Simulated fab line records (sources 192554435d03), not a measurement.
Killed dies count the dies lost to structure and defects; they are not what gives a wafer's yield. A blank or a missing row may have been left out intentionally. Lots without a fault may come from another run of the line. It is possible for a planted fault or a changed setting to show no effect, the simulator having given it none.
Matching of chambers | flow n5-finfet | 3 sister chambers for N5_BEOL_M8_ILD_DEP_00 on pecvd-03
The step deposits SiCOH lowk from DEMS/porogen, target thk 179.75 nm, time 33.4 s. 48 wafers are shown with their chamber, then 12 later ones without.

## WAFERS WITH THEIR CHAMBER
wafer  | chamber | heater-power-w (W) | throttle-valve-pct (%) | showerhead-plenum-p-Torr (Torr)
L074.4 | 0       | 307                | 13.7                   | 5.734
L074.5 | 1       | 349                | 14.2                   | 5.744
L074.6 | 0       | 309                | 13.3                   | 5.741
L076.1 | 0       | 317                | 13.7                   | 5.763
L076.2 | 1       | 369                | 14.1                   | 5.759
L076.5 | 0       | 331                | 13.6                   | 5.738
L079.1 | 0       | 355                | 13.6                   | 5.741
L079.2 | 1       | 379                | 14.4                   | 5.758
L079.6 | 1       | 401                | 14.3                   | 5.749
L079.3 | 0       | 353                | 13.8                   | 5.732
L079.4 | 1       | 385                | 14.2                   | 5.748
L079.5 | 0       | 356                | 13.7                   | 5.739
L078.1 | 2       | 294                | 13.5                   | 5.721
L078.2 | 1       | 387                | 14.0                   | 5.761
L078.3 | 0       | 285                | 13.5                   | 5.745
L078.4 | 2       | 285                | 13.4                   | 5.728
L078.5 | 0       | 295                | 13.8                   | 5.754
L078.6 | 1       | 381                | 14.3                   | 5.757
L081.3 | 0       | 348                | 13.3                   | 5.749
L081.4 | 2       | 286                | 13.7                   | 5.740
L081.5 | 1       | 435                | 14.1                   | 5.746
L082.2 | 1       | 426                | 14.0                   | 5.754
L082.3 | 2       | 273                | 13.6                   | 5.734
L082.5 | 1       | 427                | 14.2                   | 5.764
L084.1 | 2       | 257                | 13.2                   | 5.739
L084.3 | 1       | 407                | 14.2                   | 5.767
L084.6 | 1       | 418                | 14.4                   | 5.739
L087.1 | 0       | 303                | 13.6                   | 5.749
L087.2 | 1       | 418                | 14.4                   | 5.754
L087.3 | 2       | 274                | 13.7                   | 5.730
L087.4 | 1       | 434                | 14.3                   | 5.745
L087.5 | 0       | 308                | 13.6                   | 5.743
L087.6 | 2       | 274                | 13.4                   | 5.743
L089.1 | 1       | 388                | 14.1                   | 5.736
L089.3 | 2       | 273                | 13.2                   | 5.730
L089.4 | 0       | 315                | 13.9                   | 5.755
L090.2 | 1       | 409                | 14.2                   | 5.748
L090.3 | 0       | 366                | 13.7                   | 5.741
L090.4 | 1       | 424                | 14.3                   | 5.739
L088.1 | 1       | 340                | 14.1                   | 5.756
L088.2 | 2       | 244                | 13.4                   | 5.736
L088.5 | 2       | 254                | 13.2                   | 5.733
L092.2 | 0       | 318                | 13.5                   | 5.749
L092.5 | 2       | 282                | 13.5                   | 5.736
L092.6 | 0       | 338                | 13.5                   | 5.739
L091.3 | 2       | 243                | 13.5                   | 5.736
L091.5 | 0       | 336                | 13.2                   | 5.739
L091.6 | 1       | 418                | 14.1                   | 5.773

SIGNATURES, as means of the wafers listed above
reading                  | chamber 0 | chamber 1 | chamber 2 | scatter within a chamber
heater-power-w           | 325.88    | 399.74    | 269.92    | 24.2
throttle-valve-pct       | 13.588    | 14.205    | 13.442    | 0.164
showerhead-plenum-p-Torr | 5.74418   | 5.75247   | 5.73383   | 0.00848
Rule: for each reading, subtract the chamber's mean from the wafer's reading, divide by that reading's scatter and square the result; add these up over the readings and take the root, which gives the wafer's distance from the chamber. The wafer belongs to the nearest chamber; if the next one is less than 2 further off, it can't be placed. The scatter: take each reading less its chamber's mean, square it, sum over the shown wafers, divide by the number of wafers less the number of chambers, and take the root.

## WAFERS MISSING THEIR CHAMBER
wafer  | heater-power-w (W) | throttle-valve-pct (%) | showerhead-plenum-p-Torr (Torr)
L093.1 | 244                | 13.4                   | 5.728
L093.2 | 432                | 14.4                   | 5.755
L093.3 | 322                | 13.7                   | 5.740
L093.4 | 419                | 14.3                   | 5.741
L093.5 | 250                | 13.6                   | 5.741
L093.6 | 331                | 13.9                   | 5.734
L094.1 | 336                | 13.6                   | 5.747
L094.5 | 385                | 14.5                   | 5.745
L094.6 | 253                | 13.4                   | 5.726
L097.1 | 423                | 14.6                   | 5.757
L097.2 | 294                | 13.6                   | 5.738
L097.3 | 345                | 13.8                   | 5.739

## THE CHAMBER EACH PASSED THROUGH
wafer  | from the rows above          | in truth
L093.1 | 2                            | 2
L093.2 | 1                            | 1
L093.3 | can't be placed: 0 or 2      | 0
L093.4 | 1                            | 1
L093.5 | can't be placed: 2 or 0      | 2
L093.6 | can't be placed: 0 or 2 or 1 | 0
L094.1 | 0                            | 0
L094.5 | 1                            | 1
L094.6 | 2                            | 2
L097.1 | 1                            | 1
L097.2 | can't be placed: 2 or 0      | 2
L097.3 | 0                            | 0
Correct placement for 8 of the 12. Unplaceable from these rows: 4, with the true chamber sitting among the candidates in 4. 0 placed wrongly.
